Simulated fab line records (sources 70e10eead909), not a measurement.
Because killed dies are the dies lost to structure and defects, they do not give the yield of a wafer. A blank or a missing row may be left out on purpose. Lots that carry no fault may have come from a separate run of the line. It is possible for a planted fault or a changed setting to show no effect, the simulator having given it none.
Comparing a struck lot with a sound one | flow nand-harc | 13 out of 1159 route steps
Sound: these wafers, L894.1, L894.2, L894.3. Struck: wafer L893.6 (left out: L893.5, a lot-mate that was not struck); the cause follows at the end.
Order at every step that has rows: each side's tool, ch and its chambers, its first start. Under that, the readings that differ: sound wafers | struck wafers | difference of the means | sigmas: that difference in standard deviations of wafers without a fault.
alike: words and numbers the same on both sides, and readings whose means are apart by under 2 such deviations; not compared: readings that were withheld, readings missing a value for some wafer, numbers with overlapping values and no deviation given by the record, and bounds like >300 which may hide the same value.
The two part at a step that has a row with sigmas, a row that says differs or no value, or rows on one side only. Numbers that have no deviation but don't overlap get no sigmas and don't part them. Lack of a reading on every wafer of one side parts them only where that side has two or more wafers.

first, 1 step without rows for these wafers: NHARC_A_WL_FILL_ANNEAL_08 (time 1800 s).
NHARC_A_WL_FILL_ALD_10: deposits SiO2, target thk 50 nm, pulse time 10 s, ald cycles 500.
  sound on ald-hk-01 ch 0,1,2, day 19 12:22; struck on ald-hk-02 ch 1, day 19 14:19
  alike: heater-power-w, precursor-pulse-height-rel
  not compared: ald-cycles
NHARC_A_WL_FILL_ETCHBACK_16: etches the open film in C4F8/O2/Ar, target depth 88 nm, time 17.6 s.
  sound: rie-diel-08 ch 0,1,3; struck: rie-diel-12 ch 3
  reading               | sound          | struck | difference | sigmas
  oes-product-au (a.u.) | 0.93 0.93 0.92 | 1.00   | +0.07      | +2
  alike: rf-vpp-V
  not compared: rf-hours-counter-h
NHARC_A_WL_FILL_STRIP_29: strips in O2, time 20 s.
  sound on rie-diel-08 ch 0,2,3, day 19 17:07; struck on rie-diel-12 ch 0, day 19 17:00
  alike: drypump-motor-current-A, mfc-ar-sccm, oes-product-au, rf-vpp-V, showerhead-plenum-p-Torr, throttle-valve-pct
  not compared: rf-hours-counter-h
NHARC_A_WL_FILL_ETCHBACK_17: etches the open film in Cl2/BCl3, target depth 4 nm, time 26.7 s.
  sound on rie-metal-02 ch 0,1, day 19 17:13; struck on rie-metal-01 ch 1, day 19 17:10
  reading                      | sound       | struck | difference | sigmas
  he-backside-leak-sccm (sccm) | 3.1 3.7 3.8 | 6.6    | +3.1       | +8
  alike: drypump-motor-current-A, oes-product-au
  not compared: rf-hours-counter-h
then, 6 steps without rows for these wafers: NHARC_A_WL_FILL_PRECLEAN_18 (cleans in dHF, time 30 s); NHARC_A_WL_FILL_SRD_21; NHARC_A_WL_FILL_CVD_23 (deposits poly-Si, target thk 40 nm, time 800 s); NHARC_A_WL_FILL_ETCHBACK_26 (etches the open film in HBr, target depth 52 nm, time 13.3 s); NHARC_A_WL_FILL_PRECLEAN_30 (cleans in dHF, time 10 s); NHARC_A_WL_FILL_SRD_14.
NHARC_A_WL_FILL_ALD_19: deposits TiN, target thk 2 nm, pulse time 3 s, ald cycles 100.
  sound on ald-metal-03 ch 0,1,2, day 19 22:22; struck on ald-metal-02 ch 1, day 19 22:26
  reading    | sound       | struck | difference | sigmas
  ald-cycles | 100 100 100 | 110    | +10        |
  alike: heater-power-w, precursor-pulse-height-rel
NHARC_A_WL_FILL_CVD_20: deposits W, target thk 75 nm, time 5064 s.
  sound: cvd-w-01 ch 0,1; struck: cvd-w-02 ch 0
  reading            | sound       | struck | difference | sigmas
  heater-power-w (W) | 525 561 521 | 441    | -95        | -2
  alike: chamber-pressure-Torr, mfc-ar-sccm, throttle-valve-pct

== WHERE THEY PART ==
At NHARC_A_WL_FILL_ETCHBACK_16 first; at NHARC_A_WL_FILL_CVD_20 last (within this record only).

WHY: the cause the simulator had injected
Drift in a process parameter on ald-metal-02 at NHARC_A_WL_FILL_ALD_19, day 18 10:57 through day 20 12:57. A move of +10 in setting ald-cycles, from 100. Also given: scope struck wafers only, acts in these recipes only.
